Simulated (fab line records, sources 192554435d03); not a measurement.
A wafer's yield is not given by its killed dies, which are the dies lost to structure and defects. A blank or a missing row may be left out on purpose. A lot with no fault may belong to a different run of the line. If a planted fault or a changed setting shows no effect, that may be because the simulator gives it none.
2 desks looking at one fault -- flow n5_finfet -- every desk sees just its own numbers, and what lay behind them comes last

== AT THE METROLOGY DESK ==
Lot by lot, what the gauges showed, no matter which tool ran the lot: averages of those sampled wafers that carry a number. Marked OUT: a lot whose mean sits more than 4 standard deviations from the usual mean, which makes it out of limits; the brackets give that distance.
Columns: A = M3_RS at N5_BEOL_M3_RS_MEAS_58, usual 0.69 ohm/sq; B = M4_ILD_THK at N5_BEOL_M4_THK_MEAS_01, usual 78.9 nm
lot,first seen here,A,B
L284,day 8 19:49,0.70,78.8
L288,day 9 00:25,0.67,79.9
L286,day 9 02:07,0.69,80.5
L289,day 9 09:07,0.71,78.8
L296,day 11 15:40,0.65,79.0
L297,day 11 18:47,0.69,79.9
This desk's verdict: no lot among the 6 shows anything out of limits.

== FOR THE TOOL OWNER'S DESK: pvd_sputter-03 ==
The tool's own readings at N5_BEOL_M3_SPUTTER_90 (material Cu, target thk 4.5 nm, time 8.29 s): means of the sampled wafers that have a number, for each lot that ran on this tool. Marked OUT: a lot whose mean sits more than 4 standard deviations from the usual mean, which makes it out of limits; the brackets give that distance.
Columns: A = chamber_pressure_pa at N5_BEOL_M3_SPUTTER_90, usual 0.07001 Pa; B = throttle_valve_pct at N5_BEOL_M3_SPUTTER_90, usual 30.2 %
lot,first seen here,A,B
L286,day 9 00:13,0.07012,30.1
L296,day 11 13:57,0.07002,30.0
L297,day 11 16:59,0.06989,30.0
This desk's verdict: no lot among the 3 shows anything out of limits.

== ALL TOGETHER ==
From the metrology desk's view, nothing was out of limits.
Nothing out of limits was seen by the tool owner's desk.

== WHAT WAS PUT IN BY THE SIMULATOR ==
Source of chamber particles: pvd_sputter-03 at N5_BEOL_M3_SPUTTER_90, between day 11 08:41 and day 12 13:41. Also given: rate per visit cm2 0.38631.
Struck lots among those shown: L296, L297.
